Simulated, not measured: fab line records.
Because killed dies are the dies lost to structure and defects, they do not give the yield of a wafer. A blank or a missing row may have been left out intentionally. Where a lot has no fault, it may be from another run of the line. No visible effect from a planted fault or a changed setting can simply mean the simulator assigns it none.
Matching of chambers || flow nand harc || 3 sister chambers for NHARC_A_ONON_D1_DEP_33 on pecvd-04
The step deposits SiO2, target thk 200 nm. 6 wafers are shown with their chamber, then 7 later ones without.

== WAFERS PAIRED WITH THEIR CHAMBERS ==
{"wafer": "L625.1", "chamber": 0, "throttle valve pct (%)": 15.5, "heater power w (W)": 600}
{"wafer": "L625.4", "chamber": 2, "throttle valve pct (%)": 17.8, "heater power w (W)": 740}
{"wafer": "L628.1", "chamber": 0, "throttle valve pct (%)": 15.3, "heater power w (W)": 519}
{"wafer": "L628.6", "chamber": 2, "throttle valve pct (%)": 17.8, "heater power w (W)": 819}
{"wafer": "L632.3", "chamber": 1, "throttle valve pct (%)": 15.5, "heater power w (W)": 426}
{"wafer": "L632.4", "chamber": 1, "throttle valve pct (%)": 15.5, "heater power w (W)": 458}

== WAFERS WITH NO CHAMBER GIVEN ==
{"wafer": "L632.6", "throttle valve pct (%)": 16.1, "heater power w (W)": 452}
{"wafer": "L635.2", "throttle valve pct (%)": 16.1, "heater power w (W)": 452}
{"wafer": "L635.4", "throttle valve pct (%)": 15.8, "heater power w (W)": 506}
{"wafer": "L635.5", "throttle valve pct (%)": 15.8, "heater power w (W)": 463}
{"wafer": "L640.2", "throttle valve pct (%)": 16.6, "heater power w (W)": 520}
{"wafer": "L640.4", "throttle valve pct (%)": 17.4, "heater power w (W)": 812}
{"wafer": "L640.6", "throttle valve pct (%)": 15.8, "heater power w (W)": 523}

== WHICH CHAMBER EACH ONE RAN IN ==
{"wafer": "L632.6", "from the rows above": "can't be placed: 1 or 0", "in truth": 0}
{"wafer": "L635.2", "from the rows above": "can't be placed: 1 or 0", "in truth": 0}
{"wafer": "L635.4", "from the rows above": "can't be placed: 1 or 0", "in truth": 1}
{"wafer": "L635.5", "from the rows above": "can't be placed: 1 or 0", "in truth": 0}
{"wafer": "L640.2", "from the rows above": "can't be placed: 1 or 0", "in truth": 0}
{"wafer": "L640.4", "from the rows above": 2, "in truth": 2}
{"wafer": "L640.6", "from the rows above": "can't be placed: 1 or 0", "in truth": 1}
Correctly placed: 1 of 7. These rows do not allow placing 6 (true chamber among the candidates in 6). Wrongly placed: 0.
How it was worked out, from the rows above alone: a wafer's distance from a chamber is the root of the sum, over the readings, of the square of ((its reading less the chamber's mean) divided by the reading's scatter). The wafer belongs to the nearest chamber; if the next one is less than 2 further off, it can't be placed. For every chamber, the mean is computed from those of its wafers that are shown. How the scatter is found: for the shown wafers, subtract from each reading the mean of its chamber, square and add these, divide the total by (wafers less chambers), then take the root.
